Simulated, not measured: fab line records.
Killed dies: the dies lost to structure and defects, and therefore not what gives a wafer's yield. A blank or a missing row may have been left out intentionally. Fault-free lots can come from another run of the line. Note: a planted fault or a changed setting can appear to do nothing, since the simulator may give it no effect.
Matching of chambers | flow n5 finfet | N5_FIN_SAQP_HM_DEP_03 on pecvd-02 has 3 sister chambers
The step deposits SiNx from SiH4/NH3/N2, target thk 38 nm, time 33.6 s. 6 wafers are shown with their chamber, then 11 later ones without.

## EACH WAFER AND ITS CHAMBER
wafer  | chamber | showerhead plenum p Torr (Torr) | showerhead vpp V (V)
L089.1 | 2       | 5.17                            | 1095
L089.4 | 1       | 5.08                            | 1032
L091.1 | 2       | 5.17                            | 1073
L091.2 | 1       | 5.09                            | 1023
L091.4 | 0       | 5.15                            | 1046
L092.1 | 0       | 5.15                            | 1053

## WAFERS WITHOUT THEIR CHAMBER
wafer  | showerhead plenum p Torr (Torr) | showerhead vpp V (V)
L092.4 | 5.19                            | 1076
L092.5 | 5.08                            | 1032
L094.3 | 5.19                            | 1072
L094.5 | 5.18                            | 1059
L094.6 | 5.08                            | 1021
L095.1 | 5.14                            | 1053
L095.2 | 5.17                            | 1058
L095.3 | 5.08                            | 1029
L097.2 | 5.16                            | 1048
L097.4 | 5.14                            | 1039
L097.6 | 5.15                            | 1048

## CHAMBER TAKEN BY EACH
wafer  | from the rows above     | in truth
L092.4 | 2                       | 2
L092.5 | 1                       | 1
L094.3 | 2                       | 2
L094.5 | 2                       | 2
L094.6 | 1                       | 1
L095.1 | 0                       | 0
L095.2 | 2                       | 2
L095.3 | 1                       | 1
L097.2 | can't be placed: 0 or 2 | 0
L097.4 | 0                       | 0
L097.6 | 0                       | 0
Correct placement for 10 of the 11. Not placeable from these rows: 1 (in 1, the candidates include the true chamber). Wrongly placed: 0.
How it was worked out, from the rows above alone: a wafer's distance from a chamber is the root of the sum, over the readings, of the square of ((its reading less the chamber's mean) divided by the reading's scatter). If the next closest chamber is less than 2 further off than the closest, the wafer can't be placed; otherwise it belongs to the closest. For every chamber, the mean is computed from those of its wafers that are shown. How the scatter is found: for the shown wafers, subtract from each reading the mean of its chamber, square and add these, divide the total by (wafers less chambers), then take the root.
